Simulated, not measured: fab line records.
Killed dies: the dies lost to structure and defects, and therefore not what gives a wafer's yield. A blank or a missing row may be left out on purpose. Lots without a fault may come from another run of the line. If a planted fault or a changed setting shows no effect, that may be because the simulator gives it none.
Problem report, 8D (eight disciplines) form, completed by code / flow nand harc / the parts of the form that need people (team, actions taken, sign-off) are left out

1. PROBLEM STATEMENT
heater power total W at NHARC_P_GATE_SOFTBAKE_21 reads a mean of 323.21 W on 6 wafers of 2 lots; wafers without a fault read 188.44 W with a standard deviation of 0.14. That is +99 or more standard deviations from the usual mean.
The step: time 55 s.
First observed at day 8 12:00: wafer L705.4, on litho track-04. The record has a number at this step for 39 wafers belonging to 13 lots. Rule for "out" (also "out of limits"): further than 4 standard deviations from the usual mean. Any other wafer with a number is counted as sound.

2. WHAT IT IS, AND WHAT IT ISN'T
question=which readings at this step | is=heater power total W | is not=-
question=which lots | is=L705, L706 | is not=L692, L694, L696, L699, L702, L704, L707, L708, L709, L712, L713
question=which wafers of those lots | is=all that have a number | is not=-
question=read on which tools | is=litho track-04 | is not=litho track-01, litho track-06
question=when | is=from day 8 12:00 | is not=up to then (18 sound wafers); but 15 sound wafers of L707, L708, L709, L712, L713 came after

3. WHAT RULES OUT EACH SUSPECT
Counting: any tool at a process step up to the reading is kept as a suspect provided that every lot that is out went through it and no sound lot did after the first of them.
- litho track-04 at NHARC_P_GATE_SOFTBAKE_21 (time 55 s): kept. Every lot that is out went through it, starting with L705 (day 8 12:00), and after that it ran no sound lot; the last sound lot it ran before then is L704 (day 7 20:00). Its own heater power total W readings are out on those wafers.
Remaining after the count: litho track-04 at NHARC_P_GATE_SOFTBAKE_21.

4. THE CAUSE (what the simulator had put in)
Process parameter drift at NHARC_P_GATE_SOFTBAKE_21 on litho track-04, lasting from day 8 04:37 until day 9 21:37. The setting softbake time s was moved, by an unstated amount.
The count eliminated every tool but this one.

5. THE EFFECT CHAIN, in route order
Each row: a reading whose mean over the struck wafers that have a number lies more than 3 standard deviations from the usual. Scope: only readings with a usual standard deviation given in the record; hours: median across lots of the time from each lot's start at the first step in this table that gives one to its start at this step; sigmas: change in usual standard deviations.
hours=0; step=NHARC_P_GATE_SOFTBAKE_21; reading=heater power total W; usual=188.44 W; on struck wafers=323.21; change=+134.77; sigmas=+99 or more
Its process steps:
- NHARC_P_GATE_SOFTBAKE_21: time 55 s.
Later measuring or inspecting steps at which every struck wafer that the step has a row for has a number for every such reading, and none has moved that far: NHARC_END_SORT_01.

6. HOW IT WOULD HAVE BEEN CAUGHT EARLIER
First out-of-limits reading in this record: day 8 12:00, which is 7 hours after fault onset at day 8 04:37.
